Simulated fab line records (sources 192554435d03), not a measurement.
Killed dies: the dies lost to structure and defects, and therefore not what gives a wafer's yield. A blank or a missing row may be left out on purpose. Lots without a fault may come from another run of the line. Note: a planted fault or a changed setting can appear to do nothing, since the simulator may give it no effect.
Matching of chambers :: flow n5Finfet :: 4 sister chambers for N5_FIN_SAQP_ETCH_64 on rieSi-05
The step etches SiO2 in CF4, target depth 1.5 nm. 4 wafers are shown with their chamber, then 11 later ones without.

== WAFERS PAIRED WITH THEIR CHAMBERS ==
wafer: L083.5
chamber: 0
throttleValvePct (%): 21.66

wafer: L085.5
chamber: 2
throttleValvePct (%): 22.03

wafer: L085.6
chamber: 1
throttleValvePct (%): 21.78

wafer: L087.2
chamber: 3
throttleValvePct (%): 21.70

== WAFERS WITHOUT THEIR CHAMBER ==
wafer: L087.4
throttleValvePct (%): 22.02

wafer: L087.6
throttleValvePct (%): 21.77

wafer: L090.1
throttleValvePct (%): 22.02

wafer: L090.5
throttleValvePct (%): 21.79

wafer: L090.6
throttleValvePct (%): 22.03

wafer: L095.1
throttleValvePct (%): 21.77

wafer: L095.5
throttleValvePct (%): 22.03

wafer: L095.6
throttleValvePct (%): 21.78

wafer: L096.1
throttleValvePct (%): 21.78

wafer: L096.2
throttleValvePct (%): 21.67

wafer: L096.3
throttleValvePct (%): 22.01

== EACH ONE'S CHAMBER ==
wafer: L087.4
from the rows above: 2
in truth: 2

wafer: L087.6
from the rows above: 1
in truth: 1

wafer: L090.1
from the rows above: 2
in truth: 2

wafer: L090.5
from the rows above: 1
in truth: 1

wafer: L090.6
from the rows above: 2
in truth: 2

wafer: L095.1
from the rows above: 1
in truth: 1

wafer: L095.5
from the rows above: 2
in truth: 2

wafer: L095.6
from the rows above: 1
in truth: 1

wafer: L096.1
from the rows above: 1
in truth: 1

wafer: L096.2
from the rows above: 0
in truth: 0

wafer: L096.3
from the rows above: 2
in truth: 2
Correctly placed: 11 of 11. Left unplaced by these rows: 0. 0 placed wrongly.
How it was worked out, from the rows above alone: a wafer's distance from a chamber is the root of the sum, over the readings, of the square of ((its reading less the chamber's mean) divided by the reading's scatter). If the next closest chamber is less than 2 further off than the closest, the wafer can't be placed; otherwise it belongs to the closest. For every chamber, the mean is computed from those of its wafers that are shown. The scatter: with one shown wafer a chamber, the root of the mean of the squares of how far each hidden wafer lies from its nearest shown one.
